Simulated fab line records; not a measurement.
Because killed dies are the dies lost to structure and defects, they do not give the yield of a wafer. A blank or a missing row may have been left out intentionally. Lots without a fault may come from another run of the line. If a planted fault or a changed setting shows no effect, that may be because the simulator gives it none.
Matching of chambers | flow n5Finfet | N5_BEOL_M8_DESCUM_33 on rieDiel-04: 4 sister chambers
The step chemistry O2, time 7 s. 4 wafers are shown with their chamber, then 8 later ones without.

== WAFERS WITH THEIR CHAMBER ==
wafer  | chamber | drypumpMotorCurrentA (A)
L077.6 | 3       | 6.2
L088.4 | 2       | 5.5
L092.4 | 0       | 6.2
L095.1 | 1       | 5.4

== WAFERS WITHOUT THEIR CHAMBER ==
wafer  | drypumpMotorCurrentA (A)
L095.4 | 5.5
L095.5 | 6.2
L094.1 | 5.4
L094.2 | 6.2
L094.4 | 6.2
L096.1 | 5.4
L096.2 | 6.2
L096.3 | 6.1

== WHICH CHAMBER EACH ONE RAN IN ==
wafer  | from the rows above     | in truth
L095.4 | 2                       | 2
L095.5 | can't be placed: 0 or 3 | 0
L094.1 | 1                       | 1
L094.2 | can't be placed: 0 or 3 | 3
L094.4 | can't be placed: 0 or 3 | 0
L096.1 | 1                       | 1
L096.2 | can't be placed: 0 or 3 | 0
L096.3 | can't be placed: 0 or 3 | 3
Correct placement for 3 of the 8. From these rows, 5 cannot be placed; in 5 the true chamber is one of the candidates. 0 placed wrongly.
How it was worked out, from the rows above alone: a wafer's distance from a chamber is the root of the sum, over the readings, of the square of ((its reading less the chamber's mean) divided by the reading's scatter). The wafer belongs to the nearest chamber; if the next one is less than 2 further off, it can't be placed. The mean given for a chamber averages the wafers shown for that chamber. The scatter: with one shown wafer a chamber, the root of the mean of the squares of how far each hidden wafer lies from its nearest shown one.
